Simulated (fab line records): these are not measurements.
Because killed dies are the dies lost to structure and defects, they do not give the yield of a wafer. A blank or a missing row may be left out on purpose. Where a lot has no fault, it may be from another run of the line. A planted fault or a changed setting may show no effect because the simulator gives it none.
fab line records -- flow n5-finfet
record: lots: 14, wafers: 41, last-day: 17
route steps=1938 shown BEOL_M10@1485
lots with no fault: from the same line, run without faults
start-h: the number of hours between the record's first day and the start of the first shown wafer of the lot -- wait-h: hours from the lot's prior step to this one -- " repeats the value in the row above -- L1.1+2: a row that stands for several wafers -- - no value present, or no start provided -- * or withheld: withheld -- < > ~ a bound
route shown NAME@n: NAME is a module with steps in the file, n the number in the route of the first one -- usual: mean/standard deviation taken from wafers without a fault -- same: alike in all rows -- chamber/n: place in a boat -- sites: the reading at each site -- _std_site: how widely they spread, as a standard deviation -- _edge_site: mean of outer sites minus mean of inner sites -- radius-mm: how far each site lies from the wafer's centre -- mask NAME#n: copy n -- behind: the most recent tool/chamber to have shaped the wafer -- hold: why the lot went on hold/how many hours it stayed there/how the hold came to an end -- device: transistor that didn't switch, given as n, p or np -- end of line: the tests these same wafers got at the end of their route -- for a step that has no rows: nothing shown but its recipe -- killed: the dies lost at the first sort to structure and to defects; this is not the yield of the wafer -- map: dies across one wafer; x = killed, . = not, _ = none there
set.NAME: the setting that was run; set.NAME@STEP: the one run at that earlier step -- model.NAME: the simulator's own value behind a step, which no gauge read
one table for each step of the route and one row for each wafer, over a sample of lots
services: a tool's chamber out of use, with start hour (start-h, from the record's first day; less than 0 if before it), hours out, and reason
== steps ==
step: N5_BEOL_M10_INSPECT_13
recipe: mode: adi, inspect-instrument: brightfield
usual: raw-defect-count: 403/86
lot.wafer,tool,chamber,start-h,wait-h,raw-defect-count
L197.1,defect-inspect-02,-,215.64,0.0,449
L197.2,defect-inspect-02,-,215.64,0.0,453
L197.4,defect-inspect-02,-,215.64,0.0,568
L198.2,defect-inspect-01,-,232.85,0.0,270
L198.5,defect-inspect-01,-,232.85,0.0,295
L198.6,defect-inspect-01,-,232.85,0.0,230
L200.4,defect-inspect-01,-,238.51,0.0,381
L200.5,defect-inspect-01,-,238.51,0.0,472
L200.6,defect-inspect-01,-,238.51,0.0,394
L199.1,defect-inspect-02,-,238.67,0.0,532
L199.2,defect-inspect-02,-,238.67,0.0,625
L199.4,defect-inspect-02,-,238.67,0.0,527
L201.3,defect-inspect-02,-,251.24,0.0,359
L201.4,defect-inspect-02,-,251.24,0.0,407
L201.6,defect-inspect-02,-,251.24,0.0,314
L203.2,defect-inspect-02,-,265.55,0.0,360
L203.4,defect-inspect-02,-,265.55,0.0,389
L203.5,defect-inspect-02,-,265.55,0.0,249
L202.1,defect-inspect-02,-,266.59,0.0,439
L202.2,defect-inspect-02,-,266.59,0.0,457
L202.6,defect-inspect-02,-,266.59,0.0,452
L211.2,defect-inspect-02,-,312.36,0.0,485
L211.4,defect-inspect-02,-,312.36,0.0,317
L211.6,defect-inspect-02,-,312.36,0.0,539
L210.2,defect-inspect-02,-,312.55,0.0,403
L210.3,defect-inspect-02,-,312.55,0.0,358
L210.4,defect-inspect-02,-,312.55,0.0,522
L212.2,defect-inspect-02,-,320.96,0.0,387
L212.3,defect-inspect-02,-,320.96,0.0,412
L212.4,defect-inspect-02,-,320.96,0.0,393
L213.3,defect-inspect-02,-,321.75,0.3,400
L213.4,defect-inspect-02,-,321.75,0.3,435
L213.5,defect-inspect-02,-,321.75,0.3,485
L216.1,defect-inspect-01,-,338.73,0.0,370
L216.3,defect-inspect-01,-,338.73,0.0,397
L216.5,defect-inspect-01,-,338.73,0.0,494
L217.5,defect-inspect-01,-,338.95,0.0,449
L217.6,defect-inspect-01,-,338.95,0.0,390
L218.1,defect-inspect-02,-,345.21,0.0,352
L218.4,defect-inspect-02,-,345.21,0.0,399
L218.6,defect-inspect-02,-,345.21,0.0,521
step: N5_BEOL_M10_STRIP_19
recipe: chemistry: O2, power-w: 400, temp-c: 40, pressure-mtorr: 30, rf-frequency-hz: 6e+07, bias-power-w: 0, overash-fraction: 0.2, o2-flow-sccm: 225
usual: drypump-motor-current-A: 5.7/0.35, oes-product-au: 0.77/0.087, rf-vpp-V: 3.6/0.65, showerhead-plenum-p-Torr: 2.09/0.064, throttle-valve-pct: 16.72/0.23
lot.wafer,tool,chamber,start-h,wait-h,drypump-motor-current-A,oes-product-au,rf-hours-counter-h,rf-vpp-V,showerhead-plenum-p-Torr,throttle-valve-pct
L197.1,rie-diel-06,1,216.46,0.5,5.7,0.96,8,4.4,2.23,16.53
L197.2,rie-diel-06,2,216.46,0.5,5.3,0.87,61,3.1,2.12,16.46
L197.4,rie-diel-06,3,216.46,0.5,6.0,0.75,125,2.3,2.09,16.56
L198.2,rie-diel-01,3,233.27,0.1,5.4,0.81,99,4.0,2.13,16.90
L198.5,rie-diel-01,1,233.27,0.1,5.4,0.71,-,3.1,2.06,16.91
L198.6,rie-diel-01,2,233.27,0.1,5.3,0.88,-,1.7,2.13,16.56
L200.4,rie-diel-01,1,238.93,0.1,5.4,0.73,216,3.8,2.06,16.91
L200.5,rie-diel-01,1,238.93,0.1,5.4,0.71,-,2.2,2.06,16.92
L200.6,rie-diel-01,2,238.93,0.1,5.3,0.87,-,3.9,2.13,16.60
L199.1,rie-diel-06,2,239.25,0.1,5.3,0.87,68,3.5,2.12,16.48
L199.2,rie-diel-06,3,239.25,0.1,6.0,0.76,132,3.8,2.09,16.55
L199.4,rie-diel-06,1,239.25,0.1,5.7,0.95,15,3.5,2.22,16.55
L201.3,rie-diel-06,3,251.73,0.1,6.0,0.75,136,4.9,2.09,16.57
L201.4,rie-diel-06,2,251.73,0.1,5.3,0.86,71,3.2,2.12,16.48
L201.6,rie-diel-06,0,251.73,0.1,6.0,0.71,-,3.1,2.01,17.21
L203.2,rie-diel-04,3,265.98,0.1,6.1,0.72,191,3.2,2.01,16.57
L203.4,rie-diel-04,2,265.98,0.1,5.5,0.70,-,3.8,2.10,16.99
L203.5,rie-diel-04,3,265.98,0.1,6.1,0.71,-,4.0,2.01,16.57
L202.1,rie-diel-04,0,267.00,0.1,5.9,0.71,176,3.1,2.02,16.62
L202.2,rie-diel-04,2,267.00,0.1,5.5,0.70,206,3.5,2.10,16.98
L202.6,rie-diel-04,2,267.00,0.1,5.5,0.70,-,4.5,2.10,17.01
L211.2,rie-diel-01,1,313.52,0.4,5.3,0.69,243,4.0,2.05,16.95
L211.4,rie-diel-01,0,313.52,0.4,6.5,0.83,78,3.1,2.20,16.36
L211.6,rie-diel-01,1,313.52,0.4,5.4,0.69,-,3.6,2.05,16.95
L210.2,rie-diel-06,1,313.54,0.4,5.7,0.89,40,2.9,2.21,16.58
L210.3,rie-diel-06,0,313.54,0.4,6.0,0.70,233,3.5,2.00,17.25
L210.4,rie-diel-06,3,313.54,0.4,6.0,0.74,158,3.7,2.08,16.62
L212.2,rie-diel-01,1,321.38,0.1,5.4,0.69,246,3.9,2.05,16.97
L212.3,rie-diel-01,3,321.38,0.1,5.4,0.79,129,3.0,2.12,16.93
L212.4,rie-diel-01,0,321.38,0.1,6.5,0.82,82,3.5,2.20,16.37
L213.3,rie-diel-06,2,322.16,0.1,5.3,0.83,97,4.7,2.11,16.51
L213.4,rie-diel-06,0,322.16,0.1,6.0,0.70,236,4.7,2.00,17.24
L213.5,rie-diel-06,0,322.16,0.1,6.0,0.69,-,3.7,2.00,17.25
L216.1,rie-diel-04,1,339.27,0.1,5.5,0.91,19,2.9,2.14,16.72
L216.3,rie-diel-04,0,339.27,0.1,5.8,0.68,204,3.7,2.01,16.66
L216.5,rie-diel-04,3,339.27,0.1,6.1,0.68,-,3.6,2.00,16.61
L217.5,rie-diel-04,2,339.58,0.2,5.5,0.68,-,4.4,2.09,17.04
L217.6,rie-diel-04,3,339.58,0.2,6.1,0.70,-,3.7,2.00,16.61
L218.1,rie-diel-04,2,345.63,0.1,5.5,0.68,234,2.9,2.09,17.05
L218.4,rie-diel-04,1,345.63,0.1,5.5,0.90,22,3.0,2.14,16.72
L218.6,rie-diel-04,0,345.63,0.1,5.9,0.69,-,3.2,2.01,16.68
step: N5_BEOL_M10_PEB_26
recipe: peb-temp-c: withheld, peb-time-s: 60, resist: CAR-ArF
usual: chill-plate-temp-C: 22.99/0.094, exhaust-pa: 45.0/0.83
lot.wafer,tool,chamber,start-h,wait-h,chill-plate-temp-C,exhaust-pa
L197.1,litho-track-02,0,216.88,0.1,22.97,47.1
L197.2,litho-track-02,0,216.88,0.1,22.95,45.6
L197.4,litho-track-02,0,216.88,0.1,23.01,46.1
L198.2,litho-track-04,0,237.21,0.1,22.94,45.0
L198.5,litho-track-04,0,237.21,0.1,22.96,45.0
L198.6,litho-track-04,0,237.21,0.1,22.86,45.5
L200.4,litho-track-03,0,239.35,0.0,23.28,45.5
L200.5,litho-track-03,0,239.35,0.0,23.15,44.4
L200.6,litho-track-03,0,239.35,0.0,22.97,44.8
L199.1,litho-track-03,0,239.66,0.1,22.88,45.2
L199.2,litho-track-03,0,239.66,0.1,22.99,45.4
L199.4,litho-track-03,0,239.66,0.1,23.06,45.8
L201.3,litho-track-04,0,253.09,0.0,22.85,45.3
L201.4,litho-track-04,0,253.09,0.0,22.84,44.7
L201.6,litho-track-04,0,253.09,0.0,22.81,46.0
L202.1,litho-track-02,0,267.61,0.1,23.05,44.9
L202.2,litho-track-02,0,267.61,0.1,23.05,45.0
L202.6,litho-track-02,0,267.61,0.1,22.79,44.0
L203.2,litho-track-02,0,267.78,0.1,23.00,43.4
L203.4,litho-track-02,0,267.78,0.1,23.04,44.1
L203.5,litho-track-02,0,267.78,0.1,23.02,44.4
L210.2,litho-track-02,0,314.86,0.1,23.06,44.3
L210.3,litho-track-02,0,314.86,0.1,22.98,44.0
L210.4,litho-track-02,0,314.86,0.1,23.22,44.1
L211.2,litho-track-03,0,315.12,0.1,22.99,44.7
L211.4,litho-track-03,0,315.12,0.1,23.01,45.5
L211.6,litho-track-03,0,315.12,0.1,22.87,45.0
L213.3,litho-track-03,-,323.72,0.0,-,-
L213.4,litho-track-03,-,323.72,0.0,-,-
L213.5,litho-track-03,-,323.72,0.0,-,-
L212.2,litho-track-02,-,323.89,0.1,-,-
L212.3,litho-track-02,-,323.89,0.1,-,-
L212.4,litho-track-02,-,323.89,0.1,-,-
L216.1,litho-track-04,0,339.68,0.1,22.91,45.1
L216.3,litho-track-04,0,339.68,0.1,22.87,45.7
L216.5,litho-track-04,0,339.68,0.1,23.06,45.2
L217.5,litho-track-03,0,340.00,0.0,23.03,45.8
L217.6,litho-track-03,0,340.00,0.0,22.90,45.2
L218.1,litho-track-03,0,349.96,0.1,22.86,44.1
L218.4,litho-track-03,0,349.96,0.1,23.07,44.5
L218.6,litho-track-03,0,349.96,0.1,22.97,44.8
step: N5_BEOL_M10_ETCH_65
recipe: chemistry: CF4, target: SiARC, target-depth-a: 390, mask-material: CAR-ArF, time-s: 65, ion-energy-ev: 80, pressure-mtorr: 40, source-w: 545, bias-w: 36, Ar_flow_sccm: 100, cf4-flow-sccm: 100, ends: cleared
usual: drypump-motor-current-A: 5.7/0.39, etch-rf-on-time-s: 64.7/1.9, oes-product-au: 0.67/0.067, rf-vpp-V: 184.3/1.2, showerhead-plenum-p-Torr: 2.15/0.07, throttle-valve-pct: 15.65/0.24
lot.wafer,tool,chamber,start-h,wait-h,drypump-motor-current-A,etch-rf-on-time-s,oes-product-au,rf-hours-counter-h,rf-vpp-V,showerhead-plenum-p-Torr,throttle-valve-pct
L197.1,rie-diel-01,0,217.08,0.0,6.5,64.9,0.74,46,185.4,2.26,15.27
L197.2,rie-diel-01,1,217.08,0.0,5.4,67.5,0.60,210,183.0,2.13,15.96
L197.4,rie-diel-01,2,217.08,0.0,5.3,66.2,0.76,25,185.8,2.19,15.56
L198.2,rie-diel-01,2,237.40,0.0,5.3,65.8,0.75,31,184.6,2.19,15.59
L198.5,rie-diel-01,3,237.40,0.0,5.4,61.8,0.70,-,182.6,2.16,15.77
L198.6,rie-diel-01,2,237.40,0.0,5.3,65.2,0.75,-,185.1,2.19,15.59
L199.1,rie-diel-06,0,240.00,0.0,6.0,63.3,0.62,209,182.4,2.04,16.08
L199.2,rie-diel-06,3,240.00,0.0,6.0,63.6,0.65,133,184.7,2.13,15.49
L199.4,rie-diel-06,2,240.00,0.0,5.3,64.3,0.72,68,184.3,2.17,15.44
L200.4,rie-diel-04,2,240.00,0.0,5.5,67.6,0.60,-,183.3,2.13,15.82
L200.5,rie-diel-04,0,240.00,0.0,5.9,64.6,0.63,-,183.1,2.06,15.43
L200.6,rie-diel-04,1,240.00,0.0,5.6,67.6,0.59,-,184.4,2.18,16.03
L201.3,rie-diel-04,3,253.51,0.0,6.1,61.8,0.63,185,182.4,2.05,15.47
L201.4,rie-diel-04,3,253.51,0.0,6.1,61.6,0.63,-,184.8,2.05,15.49
L201.6,rie-diel-04,2,253.51,0.0,5.5,67.0,0.60,-,184.6,2.12,15.83
L202.1,rie-diel-01,0,267.80,0.0,6.5,64.6,0.72,63,184.3,2.25,15.29
L202.2,rie-diel-01,1,267.80,0.0,5.3,67.1,0.60,226,183.3,2.13,16.00
L202.6,rie-diel-01,0,267.80,0.0,6.5,65.5,0.73,-,185.5,2.25,15.29
L203.2,rie-diel-04,2,268.05,0.0,5.5,66.7,0.59,206,184.2,2.12,15.85
L203.4,rie-diel-04,0,268.05,0.0,5.8,64.2,0.62,-,184.5,2.05,15.46
L203.5,rie-diel-04,3,268.05,0.0,6.2,61.2,0.64,-,183.1,2.05,15.49
L210.2,rie-diel-01,2,315.05,0.0,5.3,65.8,0.71,56,183.1,2.18,15.63
L210.3,rie-diel-01,3,315.05,0.0,5.4,62.1,0.68,126,183.3,2.15,15.82
L210.4,rie-diel-01,0,315.05,0.0,6.5,65.6,0.71,79,183.9,2.24,15.34
L211.2,rie-diel-06,0,315.31,0.0,6.0,64.0,0.60,234,183.3,2.04,16.14
L211.4,rie-diel-06,2,315.31,0.0,5.3,65.0,0.70,95,184.5,2.17,15.48
L211.6,rie-diel-06,1,315.31,0.0,5.7,63.5,0.76,-,185.6,2.26,15.54
L213.3,rie-diel-04,2,323.94,0.0,5.5,67.6,0.58,225,184.7,2.12,15.87
L213.4,rie-diel-04,2,323.94,0.0,5.5,66.9,0.58,-,185.0,2.12,15.89
L213.5,rie-diel-04,3,323.94,0.0,6.1,62.1,0.62,-,181.7,2.04,15.53
L212.2,rie-diel-01,1,324.49,0.0,5.4,68.3,0.59,247,183.8,2.12,16.03
L212.3,rie-diel-01,3,324.49,0.0,5.4,63.1,0.68,130,184.5,2.15,15.84
L212.4,rie-diel-01,0,324.49,0.0,6.5,65.8,0.70,83,184.8,2.24,15.32
L216.1,rie-diel-04,1,339.87,0.0,5.5,67.2,0.77,19,185.3,2.18,15.61
L216.3,rie-diel-04,3,339.87,0.0,6.1,61.2,0.62,219,183.2,2.04,15.52
L216.5,rie-diel-04,2,339.87,0.0,5.5,66.8,0.58,-,184.6,2.11,15.89
L217.5,rie-diel-01,3,340.40,0.1,5.4,62.7,0.67,-,183.9,2.15,15.87
L217.6,rie-diel-01,0,340.40,0.1,6.5,64.9,0.71,-,187.2,2.24,15.37
L218.1,rie-diel-01,2,351.12,0.0,5.3,66.3,0.71,65,184.9,2.18,15.64
L218.4,rie-diel-01,0,351.12,0.0,6.5,65.1,0.70,93,186.8,2.24,15.36
L218.6,rie-diel-01,3,351.12,0.0,5.4,62.5,0.67,-,185.0,2.15,15.84
== services ==
tool,chamber,start-h,hours,kind
rie-diel-06,3,201.78,4.3,repair
rie-diel-04,3,231.06,9.3,repair
rie-diel-04,2,245.90,6.5,repair
rie-diel-04,1,252.68,-,clean
rie-diel-04,1,252.68,-,consumable-replace:focus-ring
rie-diel-04,1,252.68,16.5,scheduled-down
rie-diel-04,1,252.68,16.5,vent-cycle
rie-diel-04,1,315.54,14.6,repair
rie-diel-01,1,330.89,-,clean
rie-diel-01,1,330.89,-,consumable-replace:focus-ring
rie-diel-01,1,330.89,15.4,scheduled-down
rie-diel-01,1,330.89,15.4,vent-cycle
rie-diel-01,-,345.81,4.3,pm
== key ==
first-sign: step: N5_BEOL_M10_PEB_26, reading: tool-record, direction: missing
effect none on later readings
met-at N5_BEOL_M10_PEB_26
struck-lots L212,L213
later-rows-left-out L212.2,L212.3,L212.4,L213.3,L213.4,L213.5
sort-left-out L212.2,L212.3,L212.4,L213.3,L213.4,L213.5
not-acting-at N5_BEOL_M10_INSPECT_13,N5_BEOL_M10_STRIP_19,N5_BEOL_M10_ETCH_65
onset-between 315.12 323.72
fault: kind: skipped-step-whole, tool: litho-track-02,litho-track-03, chamber: -, onset-h: 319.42, steps: N5_BEOL_M10_PEB_26, scope: struck-lots-only
sort-left-out: the simulated sort isn't trusted on such a fault, so these wafers' sort isn't shown, and their yield isn't known
later-rows-left-out: the simulator's readings of these wafers behind a module that went badly wrong aren't trusted and aren't shown, but for the sort
